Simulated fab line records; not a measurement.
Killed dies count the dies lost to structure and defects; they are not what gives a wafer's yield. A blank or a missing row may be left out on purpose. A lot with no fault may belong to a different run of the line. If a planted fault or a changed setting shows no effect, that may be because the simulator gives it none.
Which tool was responsible? || flow nand_harc || Sampling: 24 lots, 72 wafers, 4 of 1302 route steps

WHAT THE GAUGES SHOWED, per wafer
NHARC_A_M0_THK_MEAS_24: measures by xrf. Usual: thk_nm at 113.9 nm, with a standard deviation of 1.3.
{"lot": "L076", "measured": "day 23 02:14", "on": "film_metro-02", "thk_nm (nm)": "113.1 111.7 114.2", "flag": ""}
{"lot": "L075", "measured": "day 23 08:16", "on": "film_metro-02", "thk_nm (nm)": "113.8 113.0 114.9", "flag": ""}
{"lot": "L074", "measured": "day 23 09:53", "on": "film_metro-02", "thk_nm (nm)": "112.8 114.5 114.1", "flag": ""}
{"lot": "L077", "measured": "day 24 02:44", "on": "film_metro-02", "thk_nm (nm)": "115.3 112.4 113.4", "flag": ""}
{"lot": "L078", "measured": "day 24 03:23", "on": "film_metro-02", "thk_nm (nm)": "115.2 109.7 113.7", "flag": ""}
{"lot": "L080", "measured": "day 24 14:20", "on": "film_metro-02", "thk_nm (nm)": "111.3 112.9 112.0", "flag": ""}
{"lot": "L079", "measured": "day 24 15:59", "on": "film_metro-02", "thk_nm (nm)": "112.4 111.9 114.1", "flag": ""}
{"lot": "L081", "measured": "day 25 10:11", "on": "film_metro-02", "thk_nm (nm)": "113.0 113.5 115.2", "flag": ""}
{"lot": "L084", "measured": "day 26 09:58", "on": "film_metro-02", "thk_nm (nm)": "112.4 113.8 114.1", "flag": ""}
{"lot": "L082", "measured": "day 26 10:31", "on": "film_metro-01", "thk_nm (nm)": "113.3 113.8 114.6", "flag": ""}
{"lot": "L083", "measured": "day 26 14:23", "on": "film_metro-02", "thk_nm (nm)": "113.5 114.3 114.4", "flag": ""}
{"lot": "L085", "measured": "day 27 12:12", "on": "film_metro-01", "thk_nm (nm)": "112.5 114.1 112.7", "flag": ""}
{"lot": "L086", "measured": "day 27 15:04", "on": "film_metro-01", "thk_nm (nm)": "114.0 115.0 114.6", "flag": ""}
{"lot": "L087", "measured": "day 27 17:26", "on": "film_metro-01", "thk_nm (nm)": "114.5 113.5 113.3", "flag": ""}
{"lot": "L088", "measured": "day 28 09:56", "on": "film_metro-01", "thk_nm (nm)": "111.3 114.5 111.6", "flag": ""}
{"lot": "L089", "measured": "day 28 11:11", "on": "film_metro-02", "thk_nm (nm)": "112.9 116.5 114.9", "flag": ""}
{"lot": "L090", "measured": "day 29 23:44", "on": "film_metro-02", "thk_nm (nm)": "115.4 117.4 115.3", "flag": ""}
{"lot": "L091", "measured": "day 30 10:50", "on": "film_metro-02", "thk_nm (nm)": "113.0 113.3 113.2", "flag": ""}
{"lot": "L093", "measured": "day 30 14:14", "on": "film_metro-01", "thk_nm (nm)": "114.8 115.3 115.6", "flag": ""}
{"lot": "L094", "measured": "day 30 14:58", "on": "film_metro-01", "thk_nm (nm)": "113.5 111.9 110.6", "flag": ""}
{"lot": "L092", "measured": "day 30 21:09", "on": "film_metro-01", "thk_nm (nm)": "112.9 113.1 112.8", "flag": ""}
{"lot": "L095", "measured": "day 31 13:54", "on": "film_metro-02", "thk_nm (nm)": "112.5 114.7 112.5", "flag": ""}
{"lot": "L096", "measured": "day 31 19:36", "on": "film_metro-01", "thk_nm (nm)": "116.1 115.2 115.6", "flag": ""}
{"lot": "L097", "measured": "day 31 20:32", "on": "film_metro-01", "thk_nm (nm)": "112.0 115.1 113.8", "flag": ""}

NHARC_A_BONDPAD_THK_MEAS_30: measures by ellipsometry. Usual: thk_nm at 200.2 nm, with a standard deviation of 1.5.
{"lot": "L076", "measured": "day 23 08:19", "on": "film_metro-02", "thk_nm (nm)": "200.7 200.8 199.3", "flag": ""}
{"lot": "L075", "measured": "day 23 14:05", "on": "film_metro-02", "thk_nm (nm)": "201.6 200.8 198.2", "flag": ""}
{"lot": "L074", "measured": "day 23 15:34", "on": "film_metro-02", "thk_nm (nm)": "201.5 201.3 201.4", "flag": ""}
{"lot": "L077", "measured": "day 24 08:46", "on": "film_metro-02", "thk_nm (nm)": "201.5 199.7 200.7", "flag": ""}
{"lot": "L078", "measured": "day 24 09:03", "on": "film_metro-02", "thk_nm (nm)": "201.2 199.4 196.8", "flag": ""}
{"lot": "L080", "measured": "day 24 20:01", "on": "film_metro-02", "thk_nm (nm)": "200.5 199.5 202.1", "flag": ""}
{"lot": "L079", "measured": "day 24 21:32", "on": "film_metro-02", "thk_nm (nm)": "200.1 197.1 198.9", "flag": ""}
{"lot": "L081", "measured": "day 25 15:55", "on": "film_metro-02", "thk_nm (nm)": "199.2 198.6 200.6", "flag": ""}
{"lot": "L084", "measured": "day 26 15:35", "on": "film_metro-01", "thk_nm (nm)": "201.8 199.9 202.0", "flag": ""}
{"lot": "L082", "measured": "day 26 16:07", "on": "film_metro-02", "thk_nm (nm)": "198.9 202.7 197.1", "flag": ""}
{"lot": "L083", "measured": "day 26 20:28", "on": "film_metro-02", "thk_nm (nm)": "199.8 198.6 200.1", "flag": ""}
{"lot": "L085", "measured": "day 27 17:52", "on": "film_metro-02", "thk_nm (nm)": "200.8 199.7 201.6", "flag": ""}
{"lot": "L086", "measured": "day 27 20:44", "on": "film_metro-02", "thk_nm (nm)": "202.3 200.4 203.3", "flag": ""}
{"lot": "L087", "measured": "day 27 23:04", "on": "film_metro-01", "thk_nm (nm)": "200.5 201.2 199.9", "flag": ""}
{"lot": "L088", "measured": "day 28 15:35", "on": "film_metro-02", "thk_nm (nm)": "200.7 198.7 202.5", "flag": ""}
{"lot": "L089", "measured": "day 28 16:47", "on": "film_metro-01", "thk_nm (nm)": "197.9 198.1 199.4", "flag": ""}
{"lot": "L090", "measured": "day 30 05:23", "on": "film_metro-02", "thk_nm (nm)": "200.3 199.0 202.3", "flag": ""}
{"lot": "L091", "measured": "day 30 16:31", "on": "film_metro-01", "thk_nm (nm)": "198.3 199.4 202.0", "flag": ""}
{"lot": "L093", "measured": "day 30 19:53", "on": "film_metro-02", "thk_nm (nm)": "199.9 200.9 200.1", "flag": ""}
{"lot": "L094", "measured": "day 30 20:47", "on": "film_metro-02", "thk_nm (nm)": "198.3 200.2 202.3", "flag": ""}
{"lot": "L092", "measured": "day 31 02:49", "on": "film_metro-01", "thk_nm (nm)": "200.4 199.7 199.4", "flag": ""}
{"lot": "L095", "measured": "day 31 19:42", "on": "film_metro-01", "thk_nm (nm)": "200.6 200.1 202.0", "flag": ""}
{"lot": "L096", "measured": "day 32 01:16", "on": "film_metro-01", "thk_nm (nm)": "200.7 201.6 199.5", "flag": ""}
{"lot": "L097", "measured": "day 32 02:44", "on": "film_metro-02", "thk_nm (nm)": "197.7 198.1 201.2", "flag": ""}

WHAT TOOL EACH LOT RAN ON (gives the tool, then ch and the chambers of the sampled wafers, and finally the start)
{"lot": "L076", "NHARC_A_M1_PVD_21": "pvd_sputter-02, day 23 07:01 or earlier", "NHARC_A_M1_PRE_CLEAN_32": "pecvd-02 ch 0,1,2, day 23 07:01"}
{"lot": "L075", "NHARC_A_M1_PVD_21": "pvd_sputter-01, day 23 12:49 or earlier", "NHARC_A_M1_PRE_CLEAN_32": "pecvd-02 ch 0,1,2, day 23 12:49"}
{"lot": "L074", "NHARC_A_M1_PVD_21": "pvd_sputter-01, day 23 14:17 or earlier", "NHARC_A_M1_PRE_CLEAN_32": "pecvd-02 ch 0,1,2, day 23 14:17"}
{"lot": "L077", "NHARC_A_M1_PVD_21": "pvd_sputter-02, day 24 07:22 or earlier", "NHARC_A_M1_PRE_CLEAN_32": "pecvd-02 ch 0,1,2, day 24 07:22"}
{"lot": "L078", "NHARC_A_M1_PVD_21": "pvd_sputter-01, day 24 07:46 or earlier", "NHARC_A_M1_PRE_CLEAN_32": "pecvd-04 ch 0,1, day 24 07:46"}
{"lot": "L080", "NHARC_A_M1_PVD_21": "pvd_sputter-03, day 24 18:45 or earlier", "NHARC_A_M1_PRE_CLEAN_32": "pecvd-02 ch 0,1, day 24 18:45"}
{"lot": "L079", "NHARC_A_M1_PVD_21": "pvd_sputter-03, day 24 20:15 or earlier", "NHARC_A_M1_PRE_CLEAN_32": "pecvd-04 ch 0,2, day 24 20:15"}
{"lot": "L081", "NHARC_A_M1_PVD_21": "pvd_sputter-03, day 25 14:37 or earlier", "NHARC_A_M1_PRE_CLEAN_32": "pecvd-03 ch 1,2, day 25 14:37"}
{"lot": "L084", "NHARC_A_M1_PVD_21": "pvd_sputter-03, day 26 14:17 or earlier", "NHARC_A_M1_PRE_CLEAN_32": "pecvd-02 ch 0,1,2, day 26 14:17"}
{"lot": "L082", "NHARC_A_M1_PVD_21": "pvd_sputter-02, day 26 14:50 or earlier", "NHARC_A_M1_PRE_CLEAN_32": "pecvd-03 ch 0,1, day 26 14:50"}
{"lot": "L083", "NHARC_A_M1_PVD_21": "pvd_sputter-03, day 26 19:11 or earlier", "NHARC_A_M1_PRE_CLEAN_32": "pecvd-03 ch 0,2, day 26 19:11"}
{"lot": "L085", "NHARC_A_M1_PVD_21": "pvd_sputter-03, day 27 16:33 or earlier", "NHARC_A_M1_PRE_CLEAN_32": "pecvd-03 ch 0,2, day 27 16:33"}
{"lot": "L086", "NHARC_A_M1_PVD_21": "pvd_sputter-03, day 27 19:29 or earlier", "NHARC_A_M1_PRE_CLEAN_32": "pecvd-02 ch 0,1,2, day 27 19:29"}
{"lot": "L087", "NHARC_A_M1_PVD_21": "pvd_sputter-03, day 27 21:46 or earlier", "NHARC_A_M1_PRE_CLEAN_32": "pecvd-03 ch 0,1, day 27 21:46"}
{"lot": "L088", "NHARC_A_M1_PVD_21": "pvd_sputter-02, day 28 14:17 or earlier", "NHARC_A_M1_PRE_CLEAN_32": "pecvd-02 ch 0,1,2, day 28 14:17"}
{"lot": "L089", "NHARC_A_M1_PVD_21": "pvd_sputter-03, day 28 15:31 or earlier", "NHARC_A_M1_PRE_CLEAN_32": "pecvd-02 ch 0,1, day 28 15:31"}
{"lot": "L090", "NHARC_A_M1_PVD_21": "pvd_sputter-03, day 30 04:06 or earlier", "NHARC_A_M1_PRE_CLEAN_32": "pecvd-03 ch 0,1, day 30 04:06"}
{"lot": "L091", "NHARC_A_M1_PVD_21": "pvd_sputter-02, day 30 15:14 or earlier", "NHARC_A_M1_PRE_CLEAN_32": "pecvd-02 ch 0,2, day 30 15:14"}
{"lot": "L093", "NHARC_A_M1_PVD_21": "pvd_sputter-02, day 30 18:37 or earlier", "NHARC_A_M1_PRE_CLEAN_32": "pecvd-02 ch 1,2, day 30 18:37"}
{"lot": "L094", "NHARC_A_M1_PVD_21": "pvd_sputter-01, day 30 19:22 or earlier", "NHARC_A_M1_PRE_CLEAN_32": "pecvd-02 ch 0,1,2, day 30 19:22"}
{"lot": "L092", "NHARC_A_M1_PVD_21": "pvd_sputter-02, day 31 01:32 or earlier", "NHARC_A_M1_PRE_CLEAN_32": "pecvd-04 ch 0,1,2, day 31 01:32"}
{"lot": "L095", "NHARC_A_M1_PVD_21": "pvd_sputter-02, day 31 18:26 or earlier", "NHARC_A_M1_PRE_CLEAN_32": "pecvd-04 ch 0,2, day 31 18:26"}
{"lot": "L096", "NHARC_A_M1_PVD_21": "pvd_sputter-02, day 32 00:01 or earlier", "NHARC_A_M1_PRE_CLEAN_32": "pecvd-03 ch 0,1,2, day 32 00:01"}
{"lot": "L097", "NHARC_A_M1_PVD_21": "pvd_sputter-02, day 32 01:28 or earlier", "NHARC_A_M1_PRE_CLEAN_32": "pecvd-02 ch 0,1,2, day 32 01:28"}
- NHARC_A_M1_PVD_21: deposits Cu, target thk 30 nm, time 20.49 s.
- NHARC_A_M1_PRE_CLEAN_32: time 12 s.

WHAT THE TOOLS THEMSELVES READ (means of the sampled wafers that have a number; where no wafer has one, the mark that the record gives instead)
NHARC_A_M1_PVD_21. Usual: substrate_temp_c 30.00 C, standard deviation 0.11; throttle_valve_pct 29.7 %, standard deviation 0.88.
{"lot": "L076", "tool": "pvd_sputter-02", "substrate_temp_c (C)": 29.98, "throttle_valve_pct (%)": 30.1, "flag": ""}
{"lot": "L075", "tool": "pvd_sputter-01", "substrate_temp_c (C)": 30.14, "throttle_valve_pct (%)": 29.1, "flag": ""}
{"lot": "L074", "tool": "pvd_sputter-01", "substrate_temp_c (C)": 29.91, "throttle_valve_pct (%)": 30.0, "flag": ""}
{"lot": "L077", "tool": "pvd_sputter-02", "substrate_temp_c (C)": 30.04, "throttle_valve_pct (%)": 30.5, "flag": ""}
{"lot": "L078", "tool": "pvd_sputter-01", "substrate_temp_c (C)": 29.95, "throttle_valve_pct (%)": 30.1, "flag": ""}
{"lot": "L080", "tool": "pvd_sputter-03", "substrate_temp_c (C)": 29.99, "throttle_valve_pct (%)": 29.4, "flag": ""}
{"lot": "L079", "tool": "pvd_sputter-03", "substrate_temp_c (C)": 30.00, "throttle_valve_pct (%)": 28.4, "flag": ""}
{"lot": "L081", "tool": "pvd_sputter-03", "substrate_temp_c (C)": 29.97, "throttle_valve_pct (%)": 29.9, "flag": ""}
{"lot": "L084", "tool": "pvd_sputter-03", "substrate_temp_c (C)": 29.97, "throttle_valve_pct (%)": 28.7, "flag": ""}
{"lot": "L082", "tool": "pvd_sputter-02", "substrate_temp_c (C)": 30.04, "throttle_valve_pct (%)": 30.6, "flag": ""}
{"lot": "L083", "tool": "pvd_sputter-03", "substrate_temp_c (C)": 30.07, "throttle_valve_pct (%)": 29.1, "flag": ""}
{"lot": "L085", "tool": "pvd_sputter-03", "substrate_temp_c (C)": 29.97, "throttle_valve_pct (%)": 29.2, "flag": ""}
{"lot": "L086", "tool": "pvd_sputter-03", "substrate_temp_c (C)": 30.09, "throttle_valve_pct (%)": 29.0, "flag": ""}
{"lot": "L087", "tool": "pvd_sputter-03", "substrate_temp_c (C)": 29.92, "throttle_valve_pct (%)": 29.3, "flag": ""}
{"lot": "L088", "tool": "pvd_sputter-02", "substrate_temp_c (C)": 29.92, "throttle_valve_pct (%)": 30.3, "flag": ""}
{"lot": "L089", "tool": "pvd_sputter-03", "substrate_temp_c (C)": 29.89, "throttle_valve_pct (%)": 29.0, "flag": ""}
{"lot": "L090", "tool": "pvd_sputter-03", "substrate_temp_c (C)": 29.85, "throttle_valve_pct (%)": 28.8, "flag": ""}
{"lot": "L091", "tool": "pvd_sputter-02", "substrate_temp_c (C)": 29.91, "throttle_valve_pct (%)": 30.1, "flag": ""}
{"lot": "L093", "tool": "pvd_sputter-02", "substrate_temp_c (C)": 30.08, "throttle_valve_pct (%)": 30.4, "flag": ""}
{"lot": "L094", "tool": "pvd_sputter-01", "substrate_temp_c (C)": 29.99, "throttle_valve_pct (%)": 30.0, "flag": ""}
{"lot": "L092", "tool": "pvd_sputter-02", "substrate_temp_c (C)": 29.98, "throttle_valve_pct (%)": 30.4, "flag": ""}
{"lot": "L095", "tool": "pvd_sputter-02", "substrate_temp_c (C)": 29.92, "throttle_valve_pct (%)": 30.1, "flag": ""}
{"lot": "L096", "tool": "pvd_sputter-02", "substrate_temp_c (C)": 30.10, "throttle_valve_pct (%)": 30.4, "flag": ""}
{"lot": "L097", "tool": "pvd_sputter-02", "substrate_temp_c (C)": 30.05, "throttle_valve_pct (%)": 30.3, "flag": ""}

NHARC_A_M1_PRE_CLEAN_32. Usual: heater_power_w at 635 W, with a standard deviation of 71.
{"lot": "L076", "tool": "pecvd-02", "heater_power_w (W)": 616, "flag": ""}
{"lot": "L075", "tool": "pecvd-02", "heater_power_w (W)": 602, "flag": ""}
{"lot": "L074", "tool": "pecvd-02", "heater_power_w (W)": 620, "flag": ""}
{"lot": "L077", "tool": "pecvd-02", "heater_power_w (W)": 622, "flag": ""}
{"lot": "L078", "tool": "pecvd-04", "heater_power_w (W)": 599, "flag": ""}
{"lot": "L080", "tool": "pecvd-02", "heater_power_w (W)": 636, "flag": ""}
{"lot": "L079", "tool": "pecvd-04", "heater_power_w (W)": 714, "flag": ""}
{"lot": "L081", "tool": "pecvd-03", "heater_power_w (W)": 568, "flag": ""}
{"lot": "L084", "tool": "pecvd-02", "heater_power_w (W)": 635, "flag": ""}
{"lot": "L082", "tool": "pecvd-03", "heater_power_w (W)": 632, "flag": ""}
{"lot": "L083", "tool": "pecvd-03", "heater_power_w (W)": 710, "flag": ""}
{"lot": "L085", "tool": "pecvd-03", "heater_power_w (W)": 652, "flag": ""}
{"lot": "L086", "tool": "pecvd-02", "heater_power_w (W)": 622, "flag": ""}
{"lot": "L087", "tool": "pecvd-03", "heater_power_w (W)": 609, "flag": ""}
{"lot": "L088", "tool": "pecvd-02", "heater_power_w (W)": 589, "flag": ""}
{"lot": "L089", "tool": "pecvd-02", "heater_power_w (W)": 578, "flag": ""}
{"lot": "L090", "tool": "pecvd-03", "heater_power_w (W)": 690, "flag": ""}
{"lot": "L091", "tool": "pecvd-02", "heater_power_w (W)": 672, "flag": ""}
{"lot": "L093", "tool": "pecvd-02", "heater_power_w (W)": 523, "flag": ""}
{"lot": "L094", "tool": "pecvd-02", "heater_power_w (W)": 642, "flag": ""}
{"lot": "L092", "tool": "pecvd-04", "heater_power_w (W)": 681, "flag": ""}
{"lot": "L095", "tool": "pecvd-04", "heater_power_w (W)": 644, "flag": ""}
{"lot": "L096", "tool": "pecvd-03", "heater_power_w (W)": 645, "flag": ""}
{"lot": "L097", "tool": "pecvd-02", "heater_power_w (W)": 632, "flag": ""}

THE ANSWER, worked out from the rows above alone
Rule: a lot is off if the mean of its wafers that have a number lies more than 3 standard deviations from the usual mean. Also off: a lot with no number at a reading for which 4 or more lots have one. The other lots that the step has rows for count as sound. First the gauges in route order, then the tools' own readings, where a lot's mean is used as printed above. At the first step where some lot is off, the reading lying furthest off is the one used; lots without a number count as furthest.
Nothing can be told from this: no lot is off at any reading shown.

WHAT THE SIMULATOR PUT IN
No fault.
